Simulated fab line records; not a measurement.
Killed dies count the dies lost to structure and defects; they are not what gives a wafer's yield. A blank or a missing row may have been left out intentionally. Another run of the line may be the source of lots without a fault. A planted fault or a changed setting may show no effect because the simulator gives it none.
One fault through the eyes of 2 desks / flow nandHarc / each desk holds nothing but its own numbers, with what lay behind them at the end

## DESK OF THE TOOL OWNER: rieDiel-06
The tool's own readings at NHARC_A_BONDPAD_ETCH_12 (etches the open film in CHF3/O2, target depth 220 nm, time 110 s): means of the sampled wafers that have a number, for each lot that ran on this tool. Marked OUT: a lot whose mean sits more than 4 standard deviations from the usual mean, which makes it out of limits; the brackets give that distance.
Columns: A = chamberPressureMTorr at NHARC_A_BONDPAD_ETCH_12, usual 25.000 mTorr; B = drypumpMotorCurrentA at NHARC_A_BONDPAD_ETCH_12, usual 6.0 A; C = oesProductAu at NHARC_A_BONDPAD_ETCH_12, usual 0.949 a.u.; D = rfVppV at NHARC_A_BONDPAD_ETCH_12, usual 370.8 V; E = showerheadPlenumPTorr at NHARC_A_BONDPAD_ETCH_12, usual 2.40 Torr; F = throttleValvePct at NHARC_A_BONDPAD_ETCH_12, usual 20.573 %
lot=L488; first seen here=day 18 05:33; A=25.018; B=5.2; C=0.927; D=370.4; E=2.37; F=20.569
lot=L491; first seen here=day 18 09:59; A=24.999; B=5.8; C=0.918; D=368.7; E=2.33; F=20.577
lot=L493; first seen here=day 19 10:41; A=24.990; B=5.1; C=0.951; D=370.3; E=2.42; F=20.579
lot=L497; first seen here=day 20 19:41; A=25.002; B=5.6; C=0.931; D=372.9; E=2.51; F=20.568
lot=L500; first seen here=day 21 22:22; A=25.016; B=5.3; C=0.929; D=369.6; E=2.36; F=20.571
This desk's verdict: no lot among the 5 shows anything out of limits.

## FROM THE METROLOGY DESK
What the gauges read for every lot (on any tool): the sampled wafers with a number, averaged. Marked OUT: a lot whose mean sits more than 4 standard deviations from the usual mean, which makes it out of limits; the brackets give that distance.
Columns: A = overlayXNm at NHARC_HYBRID_BOND_OVL_MEAS_05, usual -4 nm; B = overlayYNm at NHARC_HYBRID_BOND_OVL_MEAS_05, usual -1 nm
lot=L487; first seen here=day 18 12:23; A=-29; B=0
lot=L488; first seen here=day 18 19:29; A=15; B=8
lot=L491; first seen here=day 18 19:29; A=13; B=-12
lot=L493; first seen here=day 19 22:57; A=-3; B=-14
lot=L495; first seen here=day 20 08:35; A=20; B=24
lot=L497; first seen here=day 21 08:17; A=5; B=12
lot=L499; first seen here=day 21 08:18; A=-27; B=36
lot=L500; first seen here=day 22 12:27; A=-62; B=-9
lot=L506; first seen here=day 23 03:58; A=-19; B=-3
lot=L505; first seen here=day 23 14:23; A=12; B=3
lot=L510; first seen here=day 23 23:40; A=-11; B=41
lot=L509; first seen here=day 24 06:09; A=-2; B=-45
This desk's verdict: no lot among the 12 shows anything out of limits.

## TAKEN TOGETHER
The desk of the tool owner found nothing out of limits.
At the metrology desk, nothing out of limits was observed.

## WHAT WAS PUT IN BY THE SIMULATOR
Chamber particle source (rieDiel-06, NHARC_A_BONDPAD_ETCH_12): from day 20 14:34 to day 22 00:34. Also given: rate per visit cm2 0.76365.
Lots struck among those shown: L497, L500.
